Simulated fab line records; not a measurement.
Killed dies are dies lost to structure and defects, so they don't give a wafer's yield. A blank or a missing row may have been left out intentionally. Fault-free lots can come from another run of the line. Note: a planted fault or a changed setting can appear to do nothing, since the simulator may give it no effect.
Problem report in the 8D (eight disciplines) form, filled by code | flow n5_finfet | the parts of the form that need people (team, actions taken, sign-off) are left out

1. WHAT WENT WRONG
Wafers without a fault read 69.8 nm, standard deviation 0.94; cd_nm at N5_BEOL_M11_CD_MEAS_28 reads a mean of 63.9 nm on 6 wafers belonging to 2 lots. Relative to the usual mean, that is a shift of -6.3 standard deviations.
The step: target cd 70 nm.
First seen on wafer L585.3, day 14 01:33, on cd_sem-01. The record has a number at this step for 30 wafers belonging to 10 lots. By rule, "out" or "out of limits" means more than 4 standard deviations away from the usual mean. The other wafers with a number count as sound.

2. WHAT THIS IS AND IS NOT
question                    | is                     | is not
which readings at this step | cd_nm                  | -
which lots                  | L585, L589             | L571, L572, L573, L576, L579, L587, L588, L590
which wafers of those lots  | all that have a number | -
read on which gauges        | cd_sem-01, cd_sem-02   | cd_sem-03
when                        | from day 14 01:33      | up to then (15 sound wafers); but 9 sound wafers of L587, L588, L590 came after

3. WHAT RULES OUT EACH SUSPECT
Counting: a tool at a process step up to the reading stays a suspect if it ran every lot that is out and no sound lot after the first of them.
- the gauge at N5_BEOL_M11_CD_MEAS_28 has been ruled out. Those wafers that are out were read across 2 gauges (cd_sem-01, cd_sem-02).
- arfi_scanner-02 at N5_BEOL_M11_EXPOSE_25 (exposes mask V10): kept. It processed each lot that is out, first L585 at day 14 01:26, and no sound lot thereafter; up to then, the last sound lot it processed was L579 at day 12 12:29. On those wafers its own readings are out: exposure_dose_mJ_cm2.
Left after counting: arfi_scanner-02 at N5_BEOL_M11_EXPOSE_25.

4. THE CAUSE (what the simulator had put in)
Drift in process parameters on arfi_scanner-02 at N5_BEOL_M11_EXPOSE_25, starting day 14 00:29. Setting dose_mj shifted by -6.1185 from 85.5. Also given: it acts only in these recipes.
The count eliminated every tool but this one.

5. THE CHAIN OF EFFECTS, in route order
One row per reading whose mean, taken over the struck wafers that have a number, lies over 3 standard deviations from the usual. Scope: only readings with a usual standard deviation given in the record; hours: median across lots of the time from each lot's start at the first step in this table that gives one to its start at this step; sigmas: change in usual standard deviations.
hours | step                   | reading              | usual   | on struck wafers | change | sigmas
0     | N5_BEOL_M11_EXPOSE_25  | exposure_dose_mJ_cm2 | 85.45   | 80.01            | -5.44  | -54
0     | N5_BEOL_M11_CD_MEAS_28 | cd_nm                | 69.8 nm | 63.9             | -5.9   | -6.3
Process steps it contains:
- N5_BEOL_M11_EXPOSE_25: exposes mask V10.

6. HOW IT WOULD HAVE BEEN CAUGHT EARLIER
In this record the first reading out of limits at a measuring or inspecting step was taken at day 14 01:33, 1 hour after the fault began at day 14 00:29.
At N5_BEOL_M11_EXPOSE_25, the tool's own readings (exposure_dose_mJ_cm2) were out on each struck wafer the step has a row for, so an alarm limit on them would have fired on the first such wafer.
Among the 2 lots that are out, L589 began N5_BEOL_M11_EXPOSE_25 on arfi_scanner-02 after day 14 01:33. A tool hold placed at that time would have kept it from harm.
